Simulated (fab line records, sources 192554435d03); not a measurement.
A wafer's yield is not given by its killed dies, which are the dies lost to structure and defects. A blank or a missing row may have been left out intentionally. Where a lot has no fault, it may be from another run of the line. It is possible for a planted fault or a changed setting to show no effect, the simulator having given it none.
Problem report, 8D (eight disciplines) form, completed by code | flow n5-finfet | the parts of the form that need people (team, actions taken, sign-off) are left out

1. THE ISSUE
At N5_SDB_COAT_03, plate-temp-C averages 259.86 C over 6 wafers from 2 lots, while fault-free wafers read 250.01 C, standard deviation 0.17. That puts it +58 standard deviations away from the usual mean.
The step: time 60 s, resist thk 100 nm.
First observed at day 8 17:36: wafer L643.1, on litho-track-05. Wafers with a number at this step in the record: 38, from 13 lots. By rule, "out" or "out of limits" means more than 4 standard deviations away from the usual mean. The rest of the wafers with a number are treated as sound.

2. WHAT IT IS; WHAT IT IS NOT
question                    | is                                 | is not
which readings at this step | plate-temp-C, heater-power-total-W | -
which lots                  | L643, L644                         | L623, L626, L628, L631, L632, L633, L634, L636, L637, L638, L646
which wafers of those lots  | all that have a number             | -
read on which tools         | litho-track-05                     | litho-track-01, litho-track-04
when                        | from day 8 17:36                   | up to then (29 sound wafers); but 3 sound wafers of L646 came after

3. SUSPECTS, AND WHAT RULES EACH OUT
Counting: any tool at a process step up to the reading is kept as a suspect provided that every lot that is out went through it and no sound lot did after the first of them.
- litho-track-05 at N5_SDB_COAT_03 (time 60 s, resist thk 100 nm): kept. It ran every lot that is out, first L643 (day 8 17:36), and no sound lot after that; its last sound lot up to then is L633 (day 6 10:22). Its own readings are out on those wafers: heater-power-total-W, plate-temp-C.
Remaining after the count: litho-track-05 at N5_SDB_COAT_03.

4. THE CAUSE (what the simulator had put in)
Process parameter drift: litho-track-05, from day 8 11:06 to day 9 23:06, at N5_SDB_COAT_03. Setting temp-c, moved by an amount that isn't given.
This tool alone remained once counting was done.

5. SEQUENCE OF EFFECTS, ordered by route
Rows list readings where the struck wafers' mean (over those with a number) sits beyond 3 standard deviations from the usual. Only readings for which the record gives a usual standard deviation are gone through. hours: the time from each lot's start at the first step in this table that gives one to its start at this step, as a median over the lots. sigmas: the change in usual standard deviations.
hours | step           | reading              | usual    | on struck wafers | change | sigmas
0     | N5_SDB_COAT_03 | heater-power-total-W | 500.3 W  | 524.9            | +24.6  | +14
0     | N5_SDB_COAT_03 | plate-temp-C         | 250.01 C | 259.86           | +9.85  | +58
Its process steps:
- N5_SDB_COAT_03: time 60 s, resist thk 100 nm.
At these later measuring or inspecting steps, every struck wafer for which the step has a row has a number for every such reading, and none has moved that far: N5_SDB_INSPECT_13.

6. HOW IT WOULD HAVE BEEN CAUGHT EARLIER
The fault began at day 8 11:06; the first out-of-limits reading in this record came at day 8 17:36, 6 hours later.
